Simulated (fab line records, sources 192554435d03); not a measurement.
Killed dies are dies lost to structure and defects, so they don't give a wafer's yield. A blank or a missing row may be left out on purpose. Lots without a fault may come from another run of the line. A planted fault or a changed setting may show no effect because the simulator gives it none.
fab line records | flow n5_finfet | part 1 of 2: steps 1 to 22 of 31
record lots=5 wafers=15 last_day=16
route steps=1938 shown BEOL_M9@1444 BEOL_M10@1470
lots that met no fault: from a run of the same line without faults
start_h: hours from the record's first day to the start of the lot's first wafer shown | wait_h: hours since the lot's step before | " the same as in the row above | L1.1+2: a row that stands for several wafers | - no value, or no start given | * or withheld: withheld | < > ~ a bound
route shown NAME@n: a module of which the file shows steps, and the number in the route of the first | usual: mean/standard deviation of fault-free wafers | same: alike in all rows | chamber/n: place in a boat | sites: the reading at each site | _std_site: their standard deviation | _edge_site: outer sites' mean less inner sites' | radius_mm: how far each site lies from the wafer's centre | mask NAME#n: copy n | behind: the tool/chamber that last shaped the wafer | hold: why the lot was held/for how many hours/how that ended | device: the transistor (n, p or np) that didn't switch | end of line: the same wafers' tests at the end of the route | a step without rows: its recipe alone | killed: dies lost to structure and defects at the first sort, not the wafer's yield | map: a wafer's dies, x killed, . not, _ none there
set.NAME: the setting as run; set.NAME@STEP: as run at that earlier step | model.NAME: the simulator's own value behind a step, which no gauge read
lots at some steps of the route; a table a step, a row a wafer
services: from which hour (start_h, from the record's first day; less than 0 if before it) a tool's chamber was out of use, for how many hours, and why
## steps
# step N5_BEOL_M9_STRIP_73
# recipe chemistry=C4F6/O2 resist=SiARC rf_frequency_hz=6e+07
# columns lot.wafer tool chamber start_h wait_h
L081.1+3+4 rie_diel-05 1,2,3 261.04 0.0
L087.2+5+6 rie_diel-05 0,3,2 290.67 0.0
L090.1+4+6 rie_diel-06 3,2,2 324.01 0.0
L092.3+4+6 rie_diel-05 0,0,3 324.47 0.0
L091.1+3+5 rie_diel-02 1,0,0 326.85 0.0
# step N5_BEOL_M9_STRIP_36
# recipe chemistry=N2/H2 power_w=450 temp_c=40 pressure_mtorr=20 rf_frequency_hz=6e+07 overash_fraction=0.3 bias_power_w=7 h2_frac=0.5 n2_flow_sccm=200 h2_flow_sccm=200
# usual bias_power_w=7.004/0.02 drypump_motor_current_A=5.8/0.47 oes_product_au=0.78/0.097 rf_vpp_V=59.0/1.6 showerhead_plenum_p_Torr=2.56/0.097 throttle_valve_pct=23.82/0.25
# same overash_fraction=0.3
# columns lot.wafer tool chamber start_h wait_h bias_power_w drypump_motor_current_A oes_product_au rf_hours_counter_h rf_vpp_V showerhead_plenum_p_Torr throttle_valve_pct
L081.1 rie_diel-05 1 261.05 0.0 7.015 6.2 0.77 142 61.1 2.34 23.90
L081.3 " 2 " " 6.994 6.1 0.70 240 60.1 2.61 23.69
L081.4 " 3 " " 7.046 6.6 0.74 198 57.8 2.61 24.21
L087.2 rie_diel-05 0 290.68 0.0 7.013 5.5 0.72 203 58.1 2.63 23.69
L087.5 " 3 " " 6.998 6.6 0.72 - 57.4 2.61 24.21
L087.6 " 2 " " 6.981 6.1 0.69 - 57.1 2.61 23.70
L090.1 rie_diel-06 3 324.02 0.0 7.016 5.7 0.98 7 59.3 2.60 24.00
L090.4 " 2 " " 6.992 5.9 0.92 25 58.6 2.60 23.75
L090.6 " 2 " " 6.980 5.9 0.92 - 59.0 2.60 23.76
L092.3 rie_diel-05 0 324.48 0.0 7.007 5.5 0.72 216 56.7 2.63 23.70
L092.4 " 0 " " 6.992 5.6 0.70 - 58.6 2.63 23.70
L092.6 " 3 " " 7.009 6.5 0.71 - 58.7 2.60 24.22
L091.1 rie_diel-02 1 326.86 0.0 7.051 5.5 0.71 236 60.6 2.61 23.85
L091.3 " 0 " " 6.992 6.1 0.69 225 56.2 2.40 23.82
L091.5 " 0 " " 7.005 6.1 0.70 - 58.3 2.40 23.86
# step N5_BEOL_M9_TRENCH_ETCH_37
# recipe chemistry=C4F6/O2 target_depth_a=1514.3 target=SiCOH_lowk time_s=49 ion_energy_ev=250 pressure_mtorr=30 source_w=345 bias_w=185 Ar_flow_sccm=300 C4F6_flow_sccm=10 O2_flow_sccm=10
# usual drypump_motor_current_A=5.8/0.48 oes_product_au=0.78/0.097 rf_vpp_V=665/7.2 showerhead_plenum_p_Torr=2.87/0.1 throttle_valve_pct=21.03/0.21
# columns lot.wafer tool chamber start_h wait_h drypump_motor_current_A oes_product_au rf_hours_counter_h rf_vpp_V showerhead_plenum_p_Torr throttle_valve_pct
L081.1 rie_diel-05 1 - - 6.2 0.76 142 661 2.64 21.20
L081.3 " 2 " " 6.0 0.69 240 666 2.91 20.94
L081.4 " 3 " " 6.6 0.73 198 662 2.93 21.38
L087.2 rie_diel-05 0 - - 5.5 0.73 203 662 2.94 21.03
L087.5 " 3 " " 6.6 0.72 - 662 2.93 21.41
L087.6 " 2 " " 6.1 0.69 - 666 2.90 20.96
L090.1 rie_diel-06 3 - - 5.7 0.96 7 656 2.92 21.02
L090.4 " 2 " " 5.9 0.91 25 674 2.90 20.81
L090.6 " 2 " " 5.9 0.91 - 674 2.90 20.80
L092.3 rie_diel-05 0 - - 5.5 0.72 216 660 2.93 21.06
L092.4 " 0 " " 5.5 0.72 - 659 2.93 21.05
L092.6 " 3 " " 6.6 0.71 - 662 2.92 21.42
L091.1 rie_diel-02 1 - - 5.5 0.72 236 675 2.92 20.89
L091.3 " 0 " " 6.2 0.69 225 651 2.70 21.12
L091.5 " 0 " " 6.2 0.69 - 652 2.70 21.11
# step N5_BEOL_M9_ETCH_41
# recipe chemistry=CH3F/O2 target=SiCN target_depth_a=366 taper_deg=2 time_s=70.1 ion_energy_ev=120 mask_material=TiN pressure_mtorr=30 source_w=395 bias_w=75 Ar_flow_sccm=150 CH3F_flow_sccm=30 O2_flow_sccm=20
# usual drypump_motor_current_A=5.8/0.47 oes_product_au=0.78/0.096 rf_vpp_V=297.8/1.9 showerhead_plenum_p_Torr=2.02/0.077 throttle_valve_pct=16.42/0.22
# columns lot.wafer tool chamber start_h wait_h drypump_motor_current_A oes_product_au rf_hours_counter_h rf_vpp_V showerhead_plenum_p_Torr throttle_valve_pct
L081.1 rie_diel-05 1 - - 6.2 0.77 142 293.2 1.85 16.57
L081.3 " 2 " " 6.1 0.69 240 298.1 2.05 16.44
L081.4 " 3 " " 6.6 0.72 198 299.7 2.07 16.77
L087.2 rie_diel-05 0 - - 5.5 0.73 203 298.9 2.07 16.47
L087.5 " 3 " " 6.6 0.72 - 298.6 2.06 16.79
L087.6 " 2 " " 6.1 0.68 - 299.6 2.04 16.46
L090.1 rie_diel-06 3 - - 5.7 0.96 7 295.8 2.05 16.32
L090.4 " 2 " " 5.9 0.93 25 299.1 2.04 16.16
L090.6 " 2 " " 5.9 0.92 - 298.5 2.04 16.15
L092.3 rie_diel-05 0 - - 5.5 0.71 216 299.1 2.06 16.49
L092.4 " 0 " " 5.5 0.72 - 299.5 2.06 16.50
L092.6 " 3 " " 6.6 0.71 - 299.1 2.06 16.82
L091.1 rie_diel-02 1 - - 5.4 0.71 237 300.0 2.06 16.33
L091.3 " 0 " " 6.1 0.69 225 293.9 1.89 16.55
L091.5 " 0 " " 6.1 0.69 - 295.7 1.89 16.55
# step N5_BEOL_M9_STRIP_80
# recipe chemistry=N2/H2 time_s=10 power_w=450 temp_c=40 pressure_mtorr=20 rf_frequency_hz=6e+07 bias_power_w=7 n2_flow_sccm=200 h2_flow_sccm=200
# usual bias_power_w=6.998/0.021 drypump_motor_current_A=5.8/0.47 oes_product_au=0.78/0.096 rf_vpp_V=59.2/0.86 showerhead_plenum_p_Torr=2.56/0.097 throttle_valve_pct=23.82/0.25
# columns lot.wafer tool chamber start_h wait_h bias_power_w drypump_motor_current_A oes_product_au rf_hours_counter_h rf_vpp_V showerhead_plenum_p_Torr throttle_valve_pct
L081.1 rie_diel-05 1 - - 7.025 6.2 0.76 142 59.0 2.34 23.88
L081.3 " 2 " " 7.059 6.1 0.70 240 60.5 2.61 23.67
L081.4 " 3 " " 7.016 6.6 0.73 198 58.7 2.61 24.19
L087.2 rie_diel-05 0 - - 6.987 5.5 0.73 203 58.1 2.63 23.69
L087.5 " 3 " " 7.008 6.6 0.73 - 58.8 2.61 24.21
L087.6 " 2 " " 7.029 6.1 0.69 - 60.5 2.61 23.69
L090.1 rie_diel-06 3 - - 6.981 5.6 0.97 7 59.4 2.60 23.99
L090.4 " 2 " " 7.026 5.9 0.92 25 60.7 2.60 23.74
L090.6 " 2 " " 6.988 5.9 0.92 - 59.4 2.60 23.71
L092.3 rie_diel-05 0 - - 6.986 5.5 0.72 216 58.8 2.63 23.68
L092.4 " 0 " " 6.997 5.5 0.71 - 58.1 2.63 23.69
L092.6 " 3 " " 7.029 6.6 0.71 - 60.3 2.60 24.23
L091.1 rie_diel-02 1 - - 6.956 5.5 0.71 237 60.3 2.61 23.84
L091.3 " 0 " " 6.997 6.2 0.69 226 57.5 2.40 23.85
L091.5 " 0 " " 7.015 6.2 0.69 - 57.6 2.40 23.85
# step N5_BEOL_M9_OCD_MEAS_38
# usual trench_depth_nm=150.2/2.1
# columns lot.wafer tool chamber start_h wait_h trench_depth_nm
L081.1 ocd-02 - 261.26 - 151.3
L081.3 " - " " 148.1
L081.4 " - " " 146.7
L087.2 ocd-02 - 290.89 - 150.8
L087.5 " - " " 146.4
L087.6 " - " " 149.5
L090.1 ocd-01 - 324.24 - 150.6
L090.4 " - " " 152.5
L090.6 " - " " 152.0
L092.3 ocd-02 - 324.70 - 151.0
L092.4 " - " " 150.9
L092.6 " - " " 147.9
L091.1 ocd-02 - 327.08 - 151.1
L091.3 " - " " 150.2
L091.5 " - " " 149.5
# step N5_BEOL_M9_HM_STRIP_39
# recipe chemistry=peroxide_tin_strip material=TiN target_depth_a=250 temp_c=50 time_s=158
# columns lot.wafer tool chamber start_h wait_h
L081.1+3+4 wet_bench-04 3,1,2 261.30 0.0
L087.2+5+6 wet_bench-01 6,1,2 290.92 0.0
L090.1+4+6 wet_bench-05 0,6,5 324.27 0.0
L092.3+4+6 wet_bench-04 5,3,0 324.73 0.0
L091.1+3+5 wet_bench-01 1,5,0 327.11 0.0
# step N5_BEOL_M9_SRD_40
# recipe time_s=30 temp_c=23 rinse_liquid=diw dry=ipa_marangoni
# columns lot.wafer tool chamber start_h wait_h
L081.1+3+4 wet_bench-04 3,1,2 261.34 0.0
L087.2+5+6 wet_bench-01 6,1,2 290.97 0.0
L090.1+4+6 wet_bench-05 0,6,5 324.32 0.0
L092.3+4+6 wet_bench-04 5,3,0 324.78 0.0
L091.1+3+5 wet_bench-01 1,5,0 327.16 0.0
# step N5_BEOL_M9_PRECLEAN_42
# recipe chemistry=residue_remover time_s=60 temp_c=40
# columns lot.wafer tool chamber start_h wait_h
L081.1+3+4 wet_bench-04 3,1,2 261.36 0.0
L087.2+5+6 wet_bench-01 6,1,2 290.99 0.0
L090.1+4+6 wet_bench-05 0,6,5 324.34 0.0
L092.3+4+6 wet_bench-04 5,3,0 324.79 0.0
L091.1+3+5 wet_bench-01 1,5,0 327.17 0.0
# step N5_BEOL_M9_SRD_43
# recipe time_s=30 temp_c=23 rinse_liquid=diw dry=ipa_marangoni
# columns lot.wafer tool chamber start_h wait_h
L081.1+3+4 wet_bench-04 3,1,2 261.38 0.0
L087.2+5+6 wet_bench-01 6,1,2 291.01 0.0
L090.1+4+6 wet_bench-05 0,6,5 324.36 0.0
L092.3+4+6 wet_bench-04 5,3,0 324.81 0.0
L091.1+3+5 wet_bench-01 1,5,0 327.19 0.0
# step N5_BEOL_M9_CD_MEAS_35
# recipe target_cd_nm=70 target_cd_y_nm=40 polarity=opening
# usual cd_nm=70.2/0.63
# columns lot.wafer tool chamber start_h wait_h cd_nm
L081.1 cd_sem-02 - 261.42 0.0 69.1
L081.3 " - " " 68.7
L081.4 " - " " 69.9
L087.2 cd_sem-02 - 291.05 0.0 68.9
L087.5 " - " " 69.3
L087.6 " - " " 68.7
L090.1 cd_sem-01 - 324.40 0.0 70.4
L090.4 " - " " 70.1
L090.6 " - " " 70.3
L092.3 cd_sem-02 - 324.85 0.0 70.4
L092.4 " - " " 70.4
L092.6 " - " " 69.7
L091.1 cd_sem-03 - 327.23 0.0 69.8
L091.3 " - " " 69.5
L091.5 " - " " 70.2
# step N5_BEOL_M9_CURE_72
# recipe temp_c=370 time_s=120 ambient=DMADMS/He material=SiCOH_lowk
# usual lamp_power_pct=52.31/0.052 wafer_temp_C_max=371.4/0.39
# columns lot.wafer tool chamber start_h wait_h lamp_power_pct wafer_temp_C_max
L081.1 uv_cure-03 0 261.65 0.2 52.36 372.2
L081.3 " 0 " " 52.27 371.4
L081.4 " 0 " " 52.37 371.6
L087.2 uv_cure-02 1 291.14 0.1 52.32 371.4
L087.5 " 1 " " 52.37 371.1
L087.6 " 1 " " 52.32 371.3
L090.1 uv_cure-03 0 324.44 0.0 52.27 371.2
L090.4 " 0 " " 52.26 371.4
L090.6 " 0 " " 52.22 371.0
L092.3 uv_cure-02 0 324.99 0.1 52.18 371.3
L092.4 " 0 " " 52.36 371.2
L092.6 " 0 " " 52.35 370.9
L091.1 uv_cure-01 2 327.27 0.0 52.42 372.1
L091.3 " 2 " " 52.31 371.8
L091.5 " 2 " " 52.22 372.1
# step N5_BEOL_M9_DEGAS_44
# recipe ambient=vacuum temp_c=250 time_s=60
# usual heater_power_w=339/31
# columns lot.wafer tool chamber start_h wait_h heater_power_w
L081.1 pvd_sputter-03 - 262.70 1.0 340
L081.3 " - " " 344
L081.4 " - " " 299
L087.2 pvd_sputter-02 - 291.43 0.2 369
L087.5 " - " " 319
L087.6 " - " " 330
L090.1 pvd_sputter-03 - 324.89 0.4 346
L090.4 " - " " 347
L090.6 " - " " 338
L092.3 pvd_sputter-02 - 326.95 1.9 330
L092.4 " - " " 369
L092.6 " - " " 398
L091.1 pvd_sputter-01 - 327.61 0.3 299
L091.3 " - " " 385
L091.5 " - " " 293
# step N5_BEOL_M9_PRE_CLEAN_45
# recipe gas=H2/He time_s=30 temp_c=250
# usual heater_power_w=339/31
# columns lot.wafer tool chamber start_h wait_h heater_power_w
L081.1 pvd_sputter-03 - 262.74 0.0 339
L081.3 " - " " 340
L081.4 " - " " 303
L087.2 pvd_sputter-02 - 291.47 0.0 371
L087.5 " - " " 305
L087.6 " - " " 330
L090.1 pvd_sputter-03 - 324.93 0.0 341
L090.4 " - " " 340
L090.6 " - " " 344
L092.3 pvd_sputter-02 - 326.99 0.0 334
L092.4 " - " " 367
L092.6 " - " " 406
L091.1 pvd_sputter-01 - 327.65 0.0 301
L091.3 " - " " 378
L091.5 " - " " 292
# step N5_BEOL_M9_ALD_74
# recipe material=TaN target_thk_a=20 temp_c=275 ald_precursor_family=PDMAT ald_co_reactant=NH3 pressure_torr=3 carrier_flow_sccm=1500 pulse_time_s=2 purge_time_s=3 co_reactant_purge_time_s=2 co_reactant_pulse_time_s=3 ald_cycles=40 precursor_vessel_temp_c=75 precursor_vessel_pressure_torr=26.25 precursor_vessel_carrier_sccm=1000
# usual heater_power_w=429/52
# columns lot.wafer tool chamber start_h wait_h heater_power_w
L081.1 ald_metal-03 3 262.84 0.1 445
L081.3 " 1 " " 483
L081.4 " 0 " " 422
L087.2 ald_metal-03 1 291.53 0.0 477
L087.5 " 0 " " 412
L087.6 " 1 " " 471
L090.1 ald_metal-02 2 324.99 0.0 330
L090.4 " 0 " " 385
L090.6 " 1 " " 384
L092.3 ald_metal-01 1 327.05 0.0 424
L092.4 " 2 " " 439
L092.6 " 2 " " 452
L091.1 ald_metal-03 2 327.71 0.0 461
L091.3 " 0 " " 421
L091.5 " 2 " " 457
# step N5_BEOL_M9_SURFACE_TREAT_79
# recipe gas=Ar time_s=* ion_energy_ev=* ion_current_ma_cm2=0.5 pressure_mtorr=* ar_flow_sccm=30
# usual pressure_mtorr=* throttle_valve_pct=*
# columns lot.wafer tool chamber start_h wait_h pressure_mtorr throttle_valve_pct
L081.1 pvd_sputter-01 - 263.18 0.2 * *
L081.3 " - " " * *
L081.4 " - " " * *
L087.2 pvd_sputter-02 - 291.87 0.2 * *
L087.5 " - " " * *
L087.6 " - " " * *
L090.1 pvd_sputter-01 - 326.89 1.8 * *
L090.4 " - " " * *
L090.6 " - " " * *
L092.3 pvd_sputter-01 - 327.45 0.3 * *
L092.4 " - " " * *
L092.6 " - " " * *
L091.1 pvd_sputter-03 - 328.05 0.2 * *
L091.3 " - " " * *
L091.5 " - " " * *
# step N5_BEOL_M9_CVD_78
# recipe material=Co target_thk_a=20 temp_c=withheld precursor=CCTBA/H2 pressure_torr=30 time_s=138.9
# columns lot.wafer tool chamber start_h wait_h
L081.1+3+4 cvd_co-02 1,0,2 263.26 0.1
L087.2+5+6 cvd_co-01 2,0,1 291.93 0.0
L090.1+4+6 cvd_co-02 2,1,2 326.95 0.0
L092.3+4+6 cvd_co-01 2,1,2 327.51 0.0
L091.1+3+5 cvd_co-02 2,0,0 328.19 0.1
# step N5_BEOL_M9_SPUTTER_48
# recipe material=Cu target_thk_a=120 temp_c=-20 bias_v=60 power_w=26000 chamber_pressure_pa=0.13 time_s=2
# usual chuck_gas_flow_sccm=1.26/0.049 substrate_temp_c=-20.00/0.1 throttle_valve_pct=29.5/1.2
# columns lot.wafer tool chamber start_h wait_h chuck_gas_flow_sccm substrate_temp_c throttle_valve_pct
L081.1 pvd_sputter-03 - 263.38 0.1 1.23 -20.01 30.1
L081.3 " - " " 1.21 -19.92 29.2
L081.4 " - " " 1.28 -19.95 30.7
L087.2 pvd_sputter-02 - 292.07 0.1 1.37 -19.96 29.7
L087.5 " - " " 1.19 -19.99 29.6
L087.6 " - " " 1.19 -20.04 28.2
L090.1 pvd_sputter-01 - 327.09 0.1 1.36 -19.94 28.8
L090.4 " - " " 1.25 -20.04 30.9
L090.6 " - " " 1.19 -20.13 29.1
L092.3 pvd_sputter-02 - 327.63 0.1 1.28 -20.07 29.8
L092.4 " - " " 1.27 -20.05 27.5
L092.6 " - " " 1.27 -19.99 30.5
L091.1 pvd_sputter-01 - 329.85 1.6 1.22 -20.11 30.9
L091.3 " - " " 1.25 -19.83 27.3
L091.5 " - " " 1.27 -20.10 30.7
# step N5_BEOL_M9_ECD_50
# recipe material=Cu target_thk_a=3180
# columns lot.wafer tool chamber start_h wait_h
L081.1+3+4 ecd_cu-02 0,0,1 263.57 0.1
L087.2+5+6 ecd_cu-01 1,1,0 292.18 0.1
L090.1+4+6 ecd_cu-01 0 327.21 0.1
L092.3+4+6 ecd_cu-02 1,0,1 327.78 0.1
L091.1+3+5 ecd_cu-02 0,1,1 329.97 0.1
# step N5_BEOL_M9_ANNEAL_51
# recipe temp_c=225 time_s=90 ambient=N2
# usual wafer_temp_C_max=225.92/0.21
# columns lot.wafer tool chamber start_h wait_h wafer_temp_C_max
L081.1 rtp_anneal-01 0 263.86 0.3 225.95
L081.3 " 0 " " 225.77
L081.4 " 0 " " 225.92
L087.2 rtp_anneal-01 0 292.53 0.3 225.70
L087.5 " 0 " " 225.81
L087.6 " 0 " " 225.70
L090.1 rtp_anneal-02 0 327.57 0.3 225.85
L090.4 " 0 " " 226.01
L090.6 " 0 " " 225.89
L092.3 rtp_anneal-01 0 328.22 0.4 226.21
L092.4 " 0 " " 226.30
L092.6 " 0 " " 226.49
L091.1 rtp_anneal-02 0 330.24 0.2 225.67
L091.3 " 0 " " 226.29
L091.5 " 0 " " 226.07
# step N5_BEOL_M9_CMP_52
# recipe stop_on=SiCOH_lowk t_overpolish_s=7 down_force_psi=1 platen_rpm=50 clearing_platen_down_force_psi=1.5 clearing_platen_rpm=50 post_cmp_clean=cu_alkaline target_thk_nm=140 clearing_platen_pad_velocity_m_s=0.99484 pad_velocity_m_s=0.99484
# usual barrier_field_endpoint_s=29.1/0.57 head_pressure_psi=0.9996/0.0021 motor_current_A=6.1/0.63 overpolish_run_s=7.000/0.0092 time_to_endpoint_s=67.1/2.6
# columns lot.wafer tool chamber start_h wait_h barrier_field_endpoint_s head_pressure_psi motor_current_A overpolish_run_s time_to_endpoint_s
L081.4 cmp-01 2 264.20 0.2 29.1 0.9987 7.5 6.998 63.5
L081.1 " 3 " " 27.8 1.0013 6.7 6.985 59.9
L081.3 " 0 " " 28.4 1.0004 6.0 7.013 62.7
L087.2 cmp-03 1 292.82 0.2 29.4 1.0006 4.9 6.994 67.3
L087.6 " 0 " " 29.5 0.9968 5.6 6.997 66.8
L087.5 " 1 " " 28.4 0.9982 5.2 6.997 68.6
L090.1 cmp-01 3 327.90 0.3 29.1 1.0013 6.6 7.012 70.8
L090.4 " 0 " " 30.0 0.9993 6.1 6.996 73.5
L090.6 " 2 " " 29.9 1.0017 6.4 7.001 71.6
L092.4 cmp-01 3 328.43 0.1 29.7 1.0000 7.0 6.986 69.7
L092.3 " 2 " " 29.7 0.9988 7.0 7.018 70.5
L092.6 " 3 " " 30.1 1.0008 6.9 7.009 69.5
L091.3 cmp-03 0 330.61 0.2 28.5 0.9951 5.6 6.989 63.4
L091.1 " 1 " " 28.3 1.0004 5.2 6.997 64.8
L091.5 " 3 " " 29.0 1.0019 5.6 7.004 66.3
# step N5_BEOL_M9_THK_MEAS_53
# recipe thk_meas_gauge=xrf reads=Cu_of_BEOL_M9_ECD_50
# usual M9_THK=137.6/2.2
# columns lot.wafer tool chamber start_h wait_h M9_THK[nm]
L081.1 film_metro-01 - 264.45 - 137.2
L081.3 " - " " 135.2
L081.4 " - " " 131.7
L087.2 film_metro-01 - 293.07 - 138.7
L087.5 " - " " 135.2
L087.6 " - " " 137.4
L090.1 film_metro-02 - 328.16 - 140.2
L090.4 " - " " 140.5
L090.6 " - " " 141.1
L092.3 film_metro-01 - 328.73 - 137.7
L092.4 " - " " 137.7
L092.6 " - " " 134.8
L091.1 film_metro-02 - 330.83 - 137.7
L091.3 " - " " 135.2
L091.5 " - " " 136.4
